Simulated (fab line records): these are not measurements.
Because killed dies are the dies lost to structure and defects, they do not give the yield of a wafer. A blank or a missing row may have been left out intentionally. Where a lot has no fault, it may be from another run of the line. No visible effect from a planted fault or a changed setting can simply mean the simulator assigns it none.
fab line records -- flow nandHarc
[record] lots = 14, wafers = 42, lastDay = 33
route steps=1302 shown P_M2@343 P_BONDPAD@351
lots that met no fault: from a run of the same line without faults
startH: hours from the record's opening day to when the first of the lot's shown wafers began -- waitH: hours since the lot's step before -- " identical to the entry in the row above -- L1.1+2: a row that stands for several wafers -- - no value, or no start given -- * or withheld: withheld -- < > ~ a bound
route shown NAME@n: NAME is a module with steps in the file, n the number in the route of the first one -- usual: average and standard deviation across the fault-free wafers -- same: alike in all rows -- chamber/n: place in a boat -- sites: each site's reading -- _std_site: how widely they spread, as a standard deviation -- _edge_site: inner sites' mean taken away from outer sites' mean -- radiusMm: how far each site lies from the wafer's centre -- mask NAME#n: copy n -- behind: the tool/chamber that last shaped the wafer -- hold: why the lot went on hold/how many hours it stayed there/how the hold came to an end -- device: the n, p or np transistor that did not switch -- end of line: the tests these same wafers got at the end of their route -- step lacking rows: just its recipe -- killed: count of dies lost to structure and defects at first sort (not the wafer's yield) -- map: dies across one wafer; x = killed, . = not, _ = none there
set.NAME: the setting as run; set.NAME@STEP: as run at that earlier step -- model.NAME: the simulator's own value behind a step, which no gauge read
the route's steps for a sample of lots (tables are steps, rows are wafers)
services: the hour from which a tool's chamber was out of use, counted from the record's first day as startH (under 0 if before that day), plus the number of hours and why
[[steps]]
[step NHARC_P_M2_ANNEAL_31]
[recipe] tempC = 225, timeS = 90
[usual] wafer_temp_C_max = 226.2/0.51
lot.wafer,tool,chamber,startH,waitH,wafer_temp_C_max
L718.2,rtpAnneal-01,0,130.91,0.4,226.2
L718.3,rtpAnneal-01,0,130.91,0.4,226.7
L718.6,rtpAnneal-01,0,130.91,0.4,226.8
L719.2,rtpAnneal-02,0,136.07,0.4,226.4
L719.4,rtpAnneal-02,0,136.07,0.4,225.9
L719.5,rtpAnneal-02,0,136.07,0.4,225.5
L721.3,rtpAnneal-02,0,158.17,0.3,225.6
L721.4,rtpAnneal-02,0,158.17,0.3,226.0
L721.5,rtpAnneal-02,0,158.17,0.3,225.7
L724.3,rtpAnneal-01,0,194.84,0.3,226.6
L724.5,rtpAnneal-01,0,194.84,0.3,226.1
L724.6,rtpAnneal-01,0,194.84,0.3,226.5
L725.1,rtpAnneal-02,0,202.81,0.3,225.7
L725.3,rtpAnneal-02,0,202.81,0.3,225.9
L725.5,rtpAnneal-02,0,202.81,0.3,225.8
L727.2,rtpAnneal-02,0,226.21,0.4,225.7
L727.5,rtpAnneal-02,0,226.21,0.4,225.6
L727.6,rtpAnneal-02,0,226.21,0.4,225.5
L728.4,rtpAnneal-02,0,239.40,-,225.6
L728.5,rtpAnneal-02,0,239.40,-,225.8
L728.6,rtpAnneal-02,0,239.40,-,225.8
L731.2,rtpAnneal-02,0,262.40,0.3,225.8
L731.3,rtpAnneal-02,0,262.40,0.3,226.0
L731.4,rtpAnneal-02,0,262.40,0.3,226.2
L734.1,rtpAnneal-02,0,294.14,0.3,225.7
L734.2,rtpAnneal-02,0,294.14,0.3,225.7
L734.3,rtpAnneal-02,0,294.14,0.3,225.7
L735.2,rtpAnneal-02,0,302.40,0.4,225.6
L735.3,rtpAnneal-02,0,302.40,0.4,225.7
L735.4,rtpAnneal-02,0,302.40,0.4,226.1
L736.1,rtpAnneal-01,0,308.94,0.3,226.8
L736.2,rtpAnneal-01,0,308.94,0.3,226.8
L736.5,rtpAnneal-01,0,308.94,0.3,226.7
L739.1,rtpAnneal-02,0,342.03,0.3,225.9
L739.2,rtpAnneal-02,0,342.03,0.3,225.7
L739.4,rtpAnneal-02,0,342.03,0.3,225.9
L740.1,rtpAnneal-02,0,354.45,-,226.1
L740.3,rtpAnneal-02,0,354.45,-,226.4
L740.6,rtpAnneal-02,0,354.45,-,226.1
L741.1,rtpAnneal-02,0,368.83,0.3,226.2
L741.2,rtpAnneal-02,0,368.83,0.3,225.7
L741.5,rtpAnneal-02,0,368.83,0.3,225.9
[step NHARC_P_BONDPAD_DEP_00]
[recipe] targetThkA = 2500, tempC = 370, targetThkNm = 250, pressureTorr = 3, flowSccm = 200, rfW = 450, material = SiCN
[usual] heaterPowerW = 587/110, showerheadVppV = 1313/50
lot.wafer,tool,chamber,startH,waitH,heaterPowerW,showerheadVppV,sinceWetCleanH
L718.2,pecvd-04,0,132.23,-,444,1237,31
L718.3,pecvd-04,2,132.23,-,474,1332,31
L718.6,pecvd-04,1,132.23,-,481,1298,-
L719.2,pecvd-03,1,137.68,-,676,1286,120
L719.5,pecvd-03,2,137.68,-,664,1300,-
L719.4,pecvd-03,0,137.68,-,732,1362,-
L721.3,pecvd-03,1,159.49,-,674,1305,142
L721.4,pecvd-03,0,159.49,-,757,1331,-
L721.5,pecvd-03,2,159.49,-,594,1309,-
L724.3,pecvd-01,0,-,-,597,1454,53
L724.5,pecvd-01,1,-,-,438,1270,-
L724.6,pecvd-01,0,-,-,597,1430,-
L725.3,pecvd-04,1,-,-,474,1319,103
L725.1,pecvd-04,2,-,-,457,1353,103
L725.5,pecvd-04,2,-,-,462,1361,-
L727.2,pecvd-03,1,227.62,-,613,1302,29
L727.6,pecvd-03,2,227.62,-,492,1298,-
L727.5,pecvd-03,0,227.62,-,885,1355,-
L728.5,pecvd-03,0,240.82,-,848,1334,-
L728.4,pecvd-03,1,240.82,-,653,1320,-
L728.6,pecvd-03,2,240.82,-,563,1273,-
L731.2,pecvd-04,0,263.74,-,548,1254,163
L731.3,pecvd-04,1,263.74,-,436,1281,163
L731.4,pecvd-04,1,263.74,-,448,1316,-
L734.1,pecvd-01,1,-,-,400,1246,152
L734.2,pecvd-01,2,-,-,649,1286,152
L734.3,pecvd-01,0,-,-,679,1453,152
L735.3,pecvd-04,2,303.72,-,514,1345,22
L735.2,pecvd-04,0,303.72,-,558,1261,22
L735.4,pecvd-04,1,303.72,-,448,1306,-
L736.1,pecvd-04,0,310.32,-,590,1242,28
L736.2,pecvd-04,1,310.32,-,496,1315,28
L736.5,pecvd-04,1,310.32,-,506,1320,-
L739.2,pecvd-04,2,343.45,-,540,1347,61
L739.1,pecvd-04,0,343.45,-,551,1240,61
L739.4,pecvd-04,1,343.45,-,482,1319,-
L740.1,pecvd-04,1,355.87,-,541,1324,74
L740.3,pecvd-04,2,355.87,-,513,1348,74
L740.6,pecvd-04,2,355.87,-,420,1348,-
L741.2,pecvd-04,0,370.20,-,535,1238,88
L741.1,pecvd-04,2,370.20,-,458,1356,88
L741.5,pecvd-04,0,370.20,-,534,1241,-
[step NHARC_P_BONDPAD_ETCH_12]
[recipe] targetDepthA = 2000, timeS = 100, chf3FlowSccm = 50, o2FlowSccm = 10, arFlowSccm = 200, rfW = 500, biasW = 200, chemistry = CHF3/O2
[usual] drypumpMotorCurrentA = 5.7/0.38, oesProductAu = 0.946/0.023, rfVppV = 369.7/1.8, runLengthS = 121.5/0.39, showerheadPlenumPTorr = 2.36/0.069, throttleValvePct = 20.573/0.0095
lot.wafer,tool,chamber,startH,waitH,drypumpMotorCurrentA,oesProductAu,rfHoursCounterH,rfVppV,runLengthS,showerheadPlenumPTorr,throttleValvePct
L718.2,rieDiel-11,3,133.85,-,5.4,0.976,1.6,370.3,121.2,2.38,20.580
L718.3,rieDiel-11,1,133.85,-,6.1,0.967,1.4,367.4,121.4,2.30,20.577
L718.6,rieDiel-11,3,133.85,-,5.4,0.974,-,369.6,121.1,2.38,20.572
L719.2,rieDiel-11,1,139.20,-,6.1,0.922,1.4,367.4,121.4,2.30,20.578
L719.4,rieDiel-11,0,139.20,-,5.8,0.920,1.6,366.1,121.8,2.28,20.561
L719.5,rieDiel-11,2,139.20,-,5.4,0.925,-,367.2,121.5,2.27,20.578
L721.3,rieDiel-13,0,160.94,-,5.6,0.939,9.0,369.4,122.0,2.33,20.569
L721.4,rieDiel-13,2,160.94,-,5.5,0.947,7.9,368.9,122.0,2.30,20.583
L721.5,rieDiel-13,0,160.94,-,5.6,0.943,-,366.9,122.1,2.33,20.563
L724.3,rieDiel-13,0,197.59,-,5.6,0.933,1.0,370.4,122.1,2.33,20.589
L724.5,rieDiel-13,2,197.59,-,5.5,0.923,-,367.5,122.1,2.30,20.560
L724.6,rieDiel-13,3,197.59,-,5.9,0.921,-,371.1,121.2,2.39,20.562
L725.1,rieDiel-08,3,205.87,-,5.7,0.986,0.4,371.1,121.8,2.48,20.581
L725.3,rieDiel-08,1,205.87,-,5.1,0.957,0.4,370.3,122.1,2.35,20.574
L725.5,rieDiel-08,3,205.87,-,5.7,0.977,-,372.9,121.6,2.48,20.567
L727.2,rieDiel-11,1,229.16,-,6.1,0.990,4.6,368.2,121.4,2.30,20.575
L727.6,rieDiel-11,3,229.16,-,5.4,0.972,-,371.1,121.1,2.38,20.566
L727.5,rieDiel-11,0,229.16,-,5.8,0.966,-,368.7,121.3,2.28,20.575
L728.4,rieDiel-08,3,242.47,-,5.7,0.979,2.8,372.0,121.5,2.48,20.560
L728.5,rieDiel-08,1,242.47,-,5.1,0.963,-,369.7,121.8,2.35,20.574
L728.6,rieDiel-08,2,242.47,-,5.2,0.963,-,370.8,121.0,2.40,20.588
L731.2,rieDiel-13,3,265.35,-,5.9,0.918,4.4,370.7,120.8,2.39,20.563
L731.4,rieDiel-13,1,265.35,-,6.6,0.918,5.0,373.8,122.1,2.49,20.565
L731.3,rieDiel-13,2,265.35,-,5.5,0.929,5.4,368.2,121.9,2.30,20.574
L734.1,rieDiel-08,3,296.99,-,5.7,0.971,6.9,370.2,121.4,2.48,20.568
L734.2,rieDiel-08,0,296.99,-,6.0,0.991,6.4,370.8,121.1,2.38,20.577
L734.3,rieDiel-08,1,296.99,-,5.1,0.978,5.3,369.4,109.8,2.35,20.589
L735.2,rieDiel-08,0,305.34,-,6.0,0.920,6.5,371.0,121.5,2.38,20.576
L735.3,rieDiel-08,1,305.34,-,5.1,0.919,5.5,369.3,109.8,2.35,20.569
L735.4,rieDiel-08,2,305.34,-,5.3,0.912,6.0,371.3,121.0,2.40,20.586
L736.1,rieDiel-11,0,311.95,-,5.9,0.925,1.1,368.7,121.9,2.28,20.577
L736.2,rieDiel-11,1,311.95,-,6.1,0.922,1.0,369.7,121.4,2.30,20.590
L736.5,rieDiel-11,3,311.95,-,5.4,0.923,-,369.5,121.2,2.37,20.555
L739.4,rieDiel-11,1,345.03,-,6.1,0.921,2.2,367.0,121.5,2.30,20.569
L739.2,rieDiel-11,2,345.03,-,5.4,0.944,2.1,368.2,121.6,2.27,20.576
L739.1,rieDiel-11,3,345.03,-,5.4,0.936,2.2,369.3,121.8,2.37,20.581
L740.3,rieDiel-13,3,357.46,-,6.0,0.959,0.5,370.3,120.9,2.39,20.581
L740.1,rieDiel-13,0,357.46,-,5.6,0.975,1.0,369.0,121.9,2.33,20.578
L740.6,rieDiel-13,3,357.46,-,6.0,0.960,-,369.8,120.8,2.39,20.562
L741.1,rieDiel-13,0,371.83,-,5.6,0.972,1.8,368.9,122.1,2.33,20.576
L741.2,rieDiel-13,1,371.83,-,6.6,0.982,1.9,372.3,121.8,2.49,20.568
L741.5,rieDiel-13,0,371.83,-,5.6,0.966,-,369.4,122.2,2.33,20.569
[step NHARC_P_BONDPAD_DEGAS_25]
[recipe] tempC = 300, timeS = 60
[usual] heaterPowerW = 480/43
lot.wafer,tool,chamber,startH,waitH,heaterPowerW
L718.3,pvdSputter-03,-,134.61,-,512
L718.2,pvdSputter-03,-,134.61,-,434
L718.6,pvdSputter-03,-,134.61,-,537
L719.2,pvdSputter-01,-,139.96,-,454
L719.4,pvdSputter-01,-,139.96,-,550
L719.5,pvdSputter-01,-,139.96,-,464
L721.3,pvdSputter-01,-,161.70,-,483
L721.4,pvdSputter-01,-,161.70,-,461
L721.5,pvdSputter-01,-,161.70,-,479
L724.3,pvdSputter-03,-,198.33,-,421
L724.5,pvdSputter-03,-,198.33,-,431
L724.6,pvdSputter-03,-,198.33,-,427
L725.3,pvdSputter-01,-,206.63,-,455
L725.1,pvdSputter-01,-,206.63,-,461
L725.5,pvdSputter-01,-,206.63,-,493
L727.2,pvdSputter-01,-,229.93,-,459
L727.6,pvdSputter-01,-,229.93,-,452
L727.5,pvdSputter-01,-,229.93,-,487
L728.4,pvdSputter-02,-,243.23,-,425
L728.6,pvdSputter-02,-,243.23,-,467
L728.5,pvdSputter-02,-,243.23,-,429
L731.3,pvdSputter-02,-,266.11,-,482
L731.4,pvdSputter-02,-,266.11,-,424
L731.2,pvdSputter-02,-,266.11,-,452
L734.3,pvdSputter-03,-,297.78,-,427
L734.1,pvdSputter-03,-,297.78,-,562
L734.2,pvdSputter-03,-,297.78,-,508
L735.2,pvdSputter-01,-,306.09,-,526
L735.4,pvdSputter-01,-,306.09,-,465
L735.3,pvdSputter-01,-,306.09,-,476
L736.1,pvdSputter-01,-,312.71,-,465
L736.2,pvdSputter-01,-,312.71,-,481
L736.5,pvdSputter-01,-,312.71,-,470
L739.2,pvdSputter-01,-,345.78,-,462
L739.1,pvdSputter-01,-,345.78,-,479
L739.4,pvdSputter-01,-,345.78,-,529
L740.1,pvdSputter-01,-,358.23,-,473
L740.3,pvdSputter-01,-,358.23,-,457
L740.6,pvdSputter-01,-,358.23,-,456
L741.2,pvdSputter-01,-,372.61,-,470
L741.1,pvdSputter-01,-,372.61,-,478
L741.5,pvdSputter-01,-,372.61,-,478
[[services]]
tool,chamber,startH,hours,kind
rieDiel-11,-,111.26,0.2,repair
rieDiel-13,2,134.50,3.9,repair
pecvd-04,1,140.29,10.2,repair
rieDiel-13,-,141.26,5.3,repair
pvdSputter-03,-,160.50,3.6,repair
rieDiel-13,-,165.00,9.0,pm
pvdSputter-03,-,170.00,10.0,pm
rieDiel-08,0,179.80,2.6,repair
pvdSputter-03,-,181.10,6.1,repair
pecvd-03,-,185.29,13.0,pm
rieDiel-08,-,190.80,9.0,pm
pvdSputter-01,-,234.74,10.0,pm
pvdSputter-01,-,247.48,7.4,repair
rieDiel-11,-,255.50,9.0,pm
pecvd-04,-,264.13,0.7,repair
pecvd-03,2,264.84,10.5,repair
pecvd-04,-,269.20,13.0,pm
rieDiel-08,2,335.88,5.3,repair
rieDiel-13,-,342.00,9.0,pm
pvdSputter-03,-,344.74,35.2,repair
rieDiel-08,0,356.13,5.0,repair
pecvd-03,-,366.29,13.0,pm
rieDiel-08,-,367.80,9.0,pm
rtpAnneal-01,-,372.00,12.0,pm
[[key]]
[firstSign] step = NHARC_P_BONDPAD_ETCH_12, reading = runLengthS, direction = down, sigmas = 30, usual = *, struck = *
effect none on later readings
metAt NHARC_P_BONDPAD_ETCH_12
struckLots L734,L735
struckWafers L734.3,L735.3
laterRowsLeftOut L734.3,L735.3
sortLeftOut L734.3,L735.3
notActingAt NHARC_P_M2_ANNEAL_31,NHARC_P_BONDPAD_DEP_00,NHARC_P_BONDPAD_DEGAS_25
onsetBetween 242.47 296.99
[fault] kind = processParameterDrift, tool = rieDiel-08, chamber = 1, onsetH = 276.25, steps = NHARC_P_BONDPAD_ETCH_12, channel = timeS, offset = *, shape = step, endH = 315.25, actsIn = *, stated = *
// sortLeftOut: the simulated sort isn't trusted on such a fault, so these wafers' sort isn't shown, and their yield isn't known
// laterRowsLeftOut: the simulator's readings of these wafers behind a module that went badly wrong aren't trusted and aren't shown, but for the sort
